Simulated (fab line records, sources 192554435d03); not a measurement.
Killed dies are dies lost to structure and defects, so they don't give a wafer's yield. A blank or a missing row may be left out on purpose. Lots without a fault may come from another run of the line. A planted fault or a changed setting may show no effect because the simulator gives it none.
Chamber matching | flow n5_finfet | N5_DUMMY_GATE_ETCH_32 on rie_si-03: 4 sister chambers
The step etches SiO2 in CF4, target depth 3.5 nm, time 3.9 s. 8 wafers are shown with their chamber, then 8 later ones without.

WAFERS WITH THEIR CHAMBER
wafer  | chamber | throttle_valve_pct (%) | oes_product_au (a.u.)
L075.5 | 2       | 21.71                  | 0.986
L081.3 | 1       | 22.07                  | 1.006
L081.5 | 1       | 22.06                  | 0.993
L081.6 | 0       | 21.47                  | 0.984
L083.2 | 3       | 21.53                  | 1.014
L083.3 | 2       | 21.72                  | 1.003
L083.6 | 3       | 21.53                  | 1.006
L088.2 | 0       | 21.45                  | 0.984

WAFERS WITHOUT THEIR CHAMBER
wafer  | throttle_valve_pct (%) | oes_product_au (a.u.)
L088.3 | 21.52                  | 1.020
L088.5 | 21.47                  | 0.975
L093.1 | 21.53                  | 0.995
L093.3 | 22.08                  | 0.997
L093.6 | 22.07                  | 0.992
L095.2 | 21.49                  | 0.971
L095.3 | 21.71                  | 0.998
L095.6 | 22.04                  | 1.000

WHICH CHAMBER EACH WENT THROUGH
wafer  | from the rows above | in truth
L088.3 | 3                   | 3
L088.5 | 0                   | 0
L093.1 | 3                   | 3
L093.3 | 1                   | 1
L093.6 | 1                   | 1
L095.2 | 0                   | 0
L095.3 | 2                   | 2
L095.6 | 1                   | 1
Placed correctly: 8 of 8. Can't be placed from these rows: 0. Placed wrongly: 0.
How it was worked out, from the rows above alone: a wafer's distance from a chamber is the root of the sum, over the readings, of the square of ((its reading less the chamber's mean) divided by the reading's scatter). The wafer belongs to the nearest chamber; if the next one is less than 2 further off, it can't be placed. A chamber's mean is the mean of its shown wafers. The scatter: the root of (the sum of the squares of (reading less its chamber's mean) over the shown wafers, divided by (wafers less chambers)).
